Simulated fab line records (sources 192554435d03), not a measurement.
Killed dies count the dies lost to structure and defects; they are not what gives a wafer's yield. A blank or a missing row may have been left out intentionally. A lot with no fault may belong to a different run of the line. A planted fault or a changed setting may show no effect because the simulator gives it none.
Struck lot and sound lot, side by side / flow n5Finfet / 36 steps out of a route of 1938
Sound: the wafers L732.1, L732.4, L732.5. Struck: wafers L736.2, L736.5, L736.6. At the end, the cause is stated.
Order at every step that has rows: each side's tool, ch and its chambers, its first start. Under that, the readings that differ: sound wafers / struck wafers / difference of the means / sigmas: that difference in standard deviations of wafers without a fault.
alike: same words and numbers on both sides, and readings whose means sit less than 2 such deviations apart. not compared: any withheld reading, any reading some wafer has no value for, any bound like >300 that may hide the same value, and any number with overlapping values for which the record gives no deviation.
The two part at a step that has a row with sigmas, a row that says differs or no value, or rows on one side only. Numbers that have no deviation but don't overlap get no sigmas and don't part them. A reading missing from all wafers of one side parts the sides only when that side holds two or more wafers.

first, 9 steps without rows for these wafers: N5_WELL_APT_COAT_19 (resist thk 950 nm); N5_WELL_APT_EBR_21; N5_WELL_APT_SOFTBAKE_20 (time 60 s); N5_WELL_APT_EXPOSE_22 (exposes mask PWELL, defocus 0 nm, target cd 200 nm); N5_WELL_APT_PEB_23 (peb time 90 s); N5_WELL_APT_DEVELOP_24 (develop time 45 s); N5_WELL_APT_HARDBAKE_29 (time 120 s); N5_WELL_APT_DESCUM_30 (chemistry O2, time 7.9 s); N5_WELL_APT_IMPLANT_31.
N5_WELL_APT_IMPLANT_32:
  sound on implanter-02 ch 0, day 2 15:37; struck on implanter-02 ch 0, day 3 15:27
reading=beamEnergyKeV; sound=50.011 50.018 50.006; struck=68.470 68.465 68.453; difference=+18.451; sigmas=+99 or more
reading=model.implant.rpNm (nm); sound=37.8 37.8 37.8; struck=49.62 49.62 49.62; difference=+11.82; sigmas=
reading=model.implant.drpNm (nm); sound=18.55 18.55 18.55; struck=23.4 23.4 23.4; difference=+4.8; sigmas=
  alike: rotationDeg
then, 25 steps without rows for these wafers: N5_WELL_APT_STRIP_33 (strips in SPM, time 900 s); N5_WELL_APT_RTA_34 (time 10 s); N5_WELL_APT_OXIDE_STRIP_42 (strips SiO2 in dHF, time 45 s, target depth 12 nm); N5_WELL_APT_PRECLEAN_36 (cleans in O3/DIW, time 45 s); N5_WELL_APT_PRECLEAN_39 (cleans in dHF, time 60 s); N5_WELL_APT_SRD_37 (time 30 s); N5_WELL_APT_EPI_41 (deposits Si from SiH4/H2, target thk 50 nm, time 297.7 s); N5_PMOS_HMC_CHANNEL_EPI_HM_DEP_34 (deposits SiO2 from TEOS/O2, target thk 36 nm, time 6.9 s); N5_PMOS_HMC_CHANNEL_EPI_COAT_31 (time 60 s, resist thk 66 nm); N5_PMOS_HMC_CHANNEL_EPI_COAT_03 (resist thk 205 nm); N5_PMOS_HMC_CHANNEL_EPI_EBR_05; N5_PMOS_HMC_CHANNEL_EPI_SOFTBAKE_04 (time 60 s); N5_PMOS_HMC_CHANNEL_EPI_EXPOSE_06 (exposes mask PMOS HMC BLK, target cd 240 nm); N5_PMOS_HMC_CHANNEL_EPI_PEB_07 (peb time 60 s); N5_PMOS_HMC_CHANNEL_EPI_DEVELOP_08 (develop time 30 s); N5_PMOS_HMC_CHANNEL_EPI_DESCUM_14 (chemistry O2, time 7.9 s); N5_PMOS_HMC_CHANNEL_EPI_ETCH_32 (etches BARC in N2/H2, stops on SiO2, target depth 85.8 nm, time 50.3 s); N5_PMOS_HMC_CHANNEL_EPI_HM_OPEN_15 (chemistry CHF3/O2, target SiO2, target depth 40.6 nm, time 20.3 s); N5_PMOS_HMC_CHANNEL_EPI_STRIP_33 (strips in N2/H2); N5_PMOS_HMC_CHANNEL_EPI_STRIP_17 (strips in SPM, time 750 s); N5_PMOS_HMC_CHANNEL_EPI_ETCH_38 (etches SiO2 in CF4, target depth 1.5 nm); N5_PMOS_HMC_CHANNEL_EPI_FIN_RECESS_16 (chemistry HBr/Cl2, target Si, target depth 54 nm, time 18 s); N5_PMOS_HMC_CHANNEL_EPI_PRECLEAN_36 (cleans in O3/DIW, time 45 s); N5_PMOS_HMC_CHANNEL_EPI_PRECLEAN_18 (cleans in DHF, time 30 s); N5_PMOS_HMC_CHANNEL_EPI_SRD_19 (time 30 s).
-- a jump in the record: the struck wafers' starts before and after are 9 days apart (it breaks off in module PMOS_HMC_CHANNEL_EPI and resumes in module BEOL_M4, where the first step shown is number 1111 of the route) --
N5_BEOL_M4_RC_MEAS_101:
  sound on prober-02 ch 0, day 10 23:32; struck on prober-01 ch 0, day 12 12:28
reading=CJ_N; sound=4.28 4.21 4.43; struck=3.31 3.26 3.31; difference=-1.01; sigmas=-12
reading=RS_PWELL (ohm/sq); sound=3048 3030 3050; struck=2753 2748 2736; difference=-297; sigmas=-12
  alike: DIBL_N, DIBL_P, IOFF_N, IOFF_P, ION_N, ION_P, SS_N, SS_P, VT_N, VT_P

WHERE THEY PART
Earliest at N5_WELL_APT_IMPLANT_32; latest, in this record, at N5_BEOL_M4_RC_MEAS_101.

WHY: what had been put in by the simulator
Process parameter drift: implanter-02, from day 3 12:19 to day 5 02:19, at N5_WELL_APT_IMPLANT_32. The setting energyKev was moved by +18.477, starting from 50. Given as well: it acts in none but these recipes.
